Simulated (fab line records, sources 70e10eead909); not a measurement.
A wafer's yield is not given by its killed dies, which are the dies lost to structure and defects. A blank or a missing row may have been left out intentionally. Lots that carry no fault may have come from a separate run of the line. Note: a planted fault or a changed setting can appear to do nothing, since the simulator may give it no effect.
The tool behind it: which one? -- flow nandHarc -- 14 lots with 42 wafers sampled at 5 steps, on a route of 1302 steps

WHAT THE GAUGES SHOWED, per wafer
NHARC_P_CONTACT_CD_MEAS_12: target cd 90 nm.
lot,measured,on,cdNm (nm)
L461,day 5 18:24,cdSem-03,90.6 91.3 91.4
L463,day 6 12:28,cdSem-01,89.8 89.6 89.9
L464,day 6 22:34,cdSem-03,90.4 90.0 90.3
L469,day 10 00:51,cdSem-02,90.6 90.6 90.2
L470,day 10 07:43,cdSem-02,91.2 89.7 91.0
L467,day 10 08:57,cdSem-03,89.4 90.3 89.6
L474,day 11 18:35,cdSem-02,90.4 90.3 89.5
L475,day 11 20:08,cdSem-03,89.3 89.6 89.2
L476,day 11 23:18,cdSem-02,89.0 89.1 88.8
L477,day 12 11:54,cdSem-03,91.2 90.7 90.3
L478,day 12 18:41,cdSem-02,90.9 90.4 90.8
L481,day 14 02:12,cdSem-02,90.4 90.0 90.1
L482,day 14 22:17,cdSem-02,89.4 89.8 89.8
L483,day 15 04:33,cdSem-02,90.4 90.4 90.3

NHARC_P_CONTACT_INSPECT_14.
lot,measured,on,rawDefectCount
L461,day 5 18:32,defectInspect-01,4 7 1
L463,day 6 12:35,defectInspect-02,4 5 1
L464,day 6 22:42,defectInspect-01,8 6 3
L469,day 10 00:58,defectInspect-02,3 5 2
L470,day 10 07:50,defectInspect-01,2 3 1
L467,day 10 09:04,defectInspect-02,10 7 8
L474,day 11 18:43,defectInspect-01,6 6 4
L475,day 11 20:15,defectInspect-02,3 0 7
L476,day 11 23:25,defectInspect-02,4 5 3
L477,day 12 12:01,defectInspect-02,5 5 6
L478,day 12 18:48,defectInspect-01,1 4 6
L481,day 14 02:20,defectInspect-01,7 3 5
L482,day 14 22:25,defectInspect-01,4 4 4
L483,day 15 04:40,defectInspect-01,7 9 4

NHARC_END_SORT_01.
lot,measured,on,killedAtArray,killedAtOther,killedAtPeriphery,killedDies,killedOpen,killedShort
L476,day 31 18:24,prober-02,53 62 68,0 0 0,624 615 609,677 677 677,2 1 4,1 3 2
L477,day 31 16:09,prober-01,47 47 56,3 0 1,627 630 620,677 677 677,3 4 2,6 2 2
L478,day 32 03:02,prober-02,70,1,606,677,1,4

WHAT TOOL EACH LOT RAN ON (gives the tool, then ch and the chambers of the sampled wafers, and finally the start)
lot,NHARC_P_CONTACT_DEP_00,NHARC_P_CONTACT_CMP_01
L461,"pecvd-01 ch 0,1,2, day 5 17:44 or earlier","cmp-01 ch 0,2,3, day 5 17:44"
L463,"pecvd-04 ch 0,1, day 6 11:46 or earlier","cmp-02 ch 1,2,3, day 6 11:46"
L464,"pecvd-04 ch 0,1,2, day 6 21:46 or earlier","cmp-04 ch 1,2, day 6 21:46"
L469,"pecvd-04 ch 0,1, day 10 00:02 or earlier","cmp-02 ch 0,1,3, day 10 00:02"
L470,"pecvd-01 ch 1,2, day 10 06:53 or earlier","cmp-04 ch 0,1,2, day 10 06:53"
L467,"pecvd-04 ch 0,2, day 10 08:07 or earlier","cmp-04 ch 2,3, day 10 08:07"
L474,"pecvd-04 ch 0,1, day 11 17:53 or earlier","cmp-04 ch 2,3, day 11 17:53"
L475,"pecvd-02 ch 1,2, day 11 19:26 or earlier","cmp-04 ch 2,3, day 11 19:26"
L476,"pecvd-04 ch 0,1,2, day 11 22:31 or earlier","cmp-01 ch 0,1,3, day 11 22:31"
L477,"pecvd-01 ch 0,1,2, day 12 11:06 or earlier","cmp-02 ch 0,1,2, day 12 11:06"
L478,"pecvd-02 ch 1,2, day 12 17:56 or earlier","cmp-04 ch 0,1,2, day 12 17:56"
L481,"pecvd-04 ch 0,1,2, day 14 01:31 or earlier","cmp-01 ch 0,2,3, day 14 01:31"
L482,"pecvd-04 ch 0,1, day 14 21:31 or earlier","cmp-02 ch 0,2,3, day 14 21:31"
L483,"pecvd-04 ch 0,1,2, day 15 03:44 or earlier","cmp-04 ch 0,1, day 15 03:44"
- NHARC_P_CONTACT_DEP_00: deposits SiO2, target thk 500 nm.
- NHARC_P_CONTACT_CMP_01: polishes SiO2, target thk 200 nm.

WHAT THE TOOLS THEMSELVES READ (means of the sampled wafers that have a number; where no wafer has one, the mark that the record gives instead)
NHARC_P_CONTACT_DEP_00.
lot,tool,heaterPowerW (W),throttleValvePct (%)
L461,pecvd-01,587,16.3
L463,pecvd-04,529,16.3
L464,pecvd-04,622,16.3
L469,pecvd-04,561,16.5
L470,pecvd-01,498,16.5
L467,pecvd-04,624,16.7
L474,pecvd-04,543,16.5
L475,pecvd-02,500,15.5
L476,pecvd-04,600,16.5
L477,pecvd-01,510,16.7
L478,pecvd-02,506,15.4
L481,pecvd-04,648,16.0
L482,pecvd-04,486,15.9
L483,pecvd-04,612,16.2

NHARC_P_CONTACT_CMP_01.
lot,tool,edgeZonePressureFrac,motorCurrentA (A),slurryFlowMlMin
L461,cmp-01,0.998,13.2,150.3
L463,cmp-02,0.999,12.6,149.9
L464,cmp-04,0.998,11.8,149.7
L469,cmp-02,1.004,12.0,150.1
L470,cmp-04,0.999,11.0,150.3
L467,cmp-04,0.996,13.1,149.5
L474,cmp-04,0.999,13.2,150.1
L475,cmp-04,1.001,12.2,150.6
L476,cmp-01,-,-,-
L477,cmp-02,-,-,-
L478,cmp-04,-,-,-
L481,cmp-01,1.002,13.7,150.0
L482,cmp-02,1.000,12.5,149.5
L483,cmp-04,1.000,11.2,150.2

THE ANSWER, worked out from the rows above alone
Rule: what is usual is taken from the lots themselves. Put in order of their means at a reading, lots are off if they are a third of the lots or fewer, leave a main group of 4 or more, and stand apart from it by a gap of 3 or more times the standard deviation of the main group's means; of several such gaps the widest counts. The tables above print the reading to a certain number of digits; a main group whose means all agree to those digits is not used. A lot without any number at a reading at which 4 lots or more have one is off too. The other lots that the step has rows for count as sound. Order of review: gauges by route order, followed by the tools' own readings, for which a lot's mean as printed above is used. The first step at which some lot is off is used, and at that step the reading that is off furthest; a lot without a number counts as furthest.
Off: L476, L477, L478 (NHARC_P_CONTACT_CMP_01, edgeZonePressureFrac). Without a number there: L476, L477, L478. The main group: mean 1.000, standard deviation 0.0021.
A tool fits if, at that step or a process step before it, it ran every lot that is off, and no sound lot after the first of them. With no start given for some of its lots, NHARC_P_CONTACT_DEP_00 uses the hours and lot order of NHARC_P_CONTACT_CMP_01. None of those tried fits.

WHAT THE SIMULATOR HAD PUT IN
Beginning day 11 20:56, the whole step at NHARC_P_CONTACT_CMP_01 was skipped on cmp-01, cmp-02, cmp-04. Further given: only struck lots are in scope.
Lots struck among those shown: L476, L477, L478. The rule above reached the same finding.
